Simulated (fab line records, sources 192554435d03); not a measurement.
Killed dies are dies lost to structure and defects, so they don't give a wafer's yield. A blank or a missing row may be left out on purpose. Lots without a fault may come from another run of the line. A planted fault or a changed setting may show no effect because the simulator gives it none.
Split-lot experiment | flow n5_finfet | 7 lots, 21 wafers read, on a route of 1938 steps

THE SPLIT
At N5_BEOL_M0_SAQP_PECVD_96 (deposits a-Si from SiH4/He, target thk 45 nm, time 45.2 s), the setting time_s was moved away from the recipe's 45.2 s on 5 of the 21 wafers read, by -12.1% to +10.8%. The other wafers ran this setting at the recipe's value.

FROM THE SPLIT TO THE READING: what the file shows between them, 4 steps
- N5_BEOL_M0_SAQP_PECVD_97: deposits SiNx from SiH4/NH3/N2, target thk 23 nm, time 19.9 s
- N5_BEOL_M0_SAQP_PECVD_04: deposits a-Si from SiH4/He, target thk 60 nm, time 60.2 s
- N5_BEOL_M0_SAQP_ETCH_101: etches SiNx in CH3F/O2, target depth 29.9 nm, time 42.7 s
- N5_BEOL_M0_SAQP_ETCH_102: etches SiO2 in CF4, target depth 4 nm, time 4.4 s

THE READING
oes_product_au, in a.u., at N5_BEOL_M0_SAQP_MANDREL_ETCH_103 (etches a-Si in HBr/Cl2, stops on SiCN, target depth 45 nm, bt time 10 s, time 27 s). Fault-free wafers of this fab line usually give 0.676 a.u., standard deviation 0.011 a.u..

wafer  | tool, chamber at the split | time_s as run, s | against the recipe | oes_product_au, a.u. | against lot-mates on the recipe
L081.1 | pecvd-01, 1                | 50.1             | +10.8%             | 0.728                | +0.051
L081.3 | pecvd-01, 2                | 45.2             | recipe             | 0.674                | -
L081.6 | pecvd-01, 2                | 45.2             | recipe             | 0.679                | -
L082.1 | pecvd-04, 2                | 45.2             | recipe             | 0.657                | -
L082.4 | pecvd-04, 0                | 45.2             | recipe             | 0.665                | -
L082.5 | pecvd-04, 1                | 45.2             | recipe             | 0.687                | -
L084.3 | pecvd-01, 2                | 45.2             | recipe             | 0.656                | -
L084.4 | pecvd-01, 1                | 45.2             | recipe             | 0.662                | -
L084.6 | pecvd-01, 0                | 39.74            | -12.1%             | 0.626                | -0.033
L085.1 | pecvd-04, 1                | 39.75            | -12.1%             | 0.618                | -0.055
L085.3 | pecvd-04, 0                | 45.2             | recipe             | 0.684                | -
L085.5 | pecvd-04, 1                | 45.2             | recipe             | 0.662                | -
L088.4 | pecvd-02, 0,2              | 45.2             | recipe             | 0.691                | -
L088.5 | pecvd-02, 1                | 48.03            | +6.3%              | 0.716                | +0.034
L088.6 | pecvd-02, 0,2              | 45.2             | recipe             | 0.672                | -
L096.1 | pecvd-01, 1                | 45.2             | recipe             | 0.678                | -
L096.2 | pecvd-01, 2                | 45.2             | recipe             | 0.668                | -
L096.4 | pecvd-01, 0                | 45.2             | recipe             | 0.691                | -
L097.1 | pecvd-02, 0                | 45.2             | recipe             | 0.664                | -
L097.4 | pecvd-02, 2                | 45.2             | recipe             | 0.692                | -
L097.5 | pecvd-02, 0                | 41.66            | -7.8%              | 0.634                | -0.044
Where a row lists several chambers, the file gives one row for several wafers and doesn't say which wafer went through which chamber.

THE FIT
A straight line over all 21 wafers: oes_product_au changes by +0.00477 a.u. for each +1% of time_s; r = +0.90; the points scatter about the line by 0.012 a.u..
The same after taking each lot's own level away (the mean of its wafers on the recipe; 21 wafers): +0.00431 a.u. for each +1%; r = +0.90; scatter 0.011 a.u..
On that fit, the largest move of time_s shifts the reading by 0.052 a.u..
The lots' own levels span 0.6590 to 0.6815 a.u., that is 2.0 times the standard deviation above.
So the lot-to-lot level changes the slope: the two fits differ.
Check: with one of the wafers moved furthest among these (-12.1%) left out of the fit, the line predicts -0.0592 a.u. for it against its lot-mates. It came out at -0.033 a.u. against them.

OTHER SPLITS ON THESE WAFERS
These wafers also went through other splits before the reading. Each is held against what the fit with the lots' levels taken away leaves over:
other split on the same wafers           | wafers away from the commonest value | r with oes_product_au (lot level and that fit taken away)
N5_GATE_CUT_ALD_22 ald_cycles            | 6                                    | +0.18
N5_MOL_CONTACT_COAG_PECVD_31 temp_c      | 7                                    | +0.27
N5_MOL_CONTACT_COAG_COAT_76 spin_rpm     | 6                                    | +0.13
N5_MOL_CONTACT_COAG_CVD_140 target_thk_a | 7                                    | +0.34

THE WHOLE CHAIN: every reading that the file lists as answering this split, in the file's order
step                             | what it does                                                                       | reading                                                                               | change (the file's fit)                  | r (the file's)
N5_BEOL_M0_SAQP_PECVD_96         | deposits a-Si from SiH4/He, target thk 45 nm, time 45.2 s                          | a-Si_of_BEOL_M0_SAQP_PECVD_96.thk_nm (the simulator's own value, which no gauge read) | +0.448 nm for each +1% of the setting    | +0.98
N5_BEOL_M0_SAQP_MANDREL_ETCH_103 | etches a-Si in HBr/Cl2, stops on SiCN, target depth 45 nm, bt time 10 s, time 27 s | oes_product_au                                                                        | +0.0043 a.u. for each +1% of the setting | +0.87
N5_BEOL_M0_SAQP_MANDREL_ETCH_103 | etches a-Si in HBr/Cl2, stops on SiCN, target depth 45 nm, bt time 10 s, time 27 s | etch.depth_nm (the simulator's own value, which no gauge read)                        | +0.446 nm for each +1% of the setting    | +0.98

THE FILE'S OWN FIT
oes_product_au changes by +0.0043 a.u. for each +1% of time_s, r = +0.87.
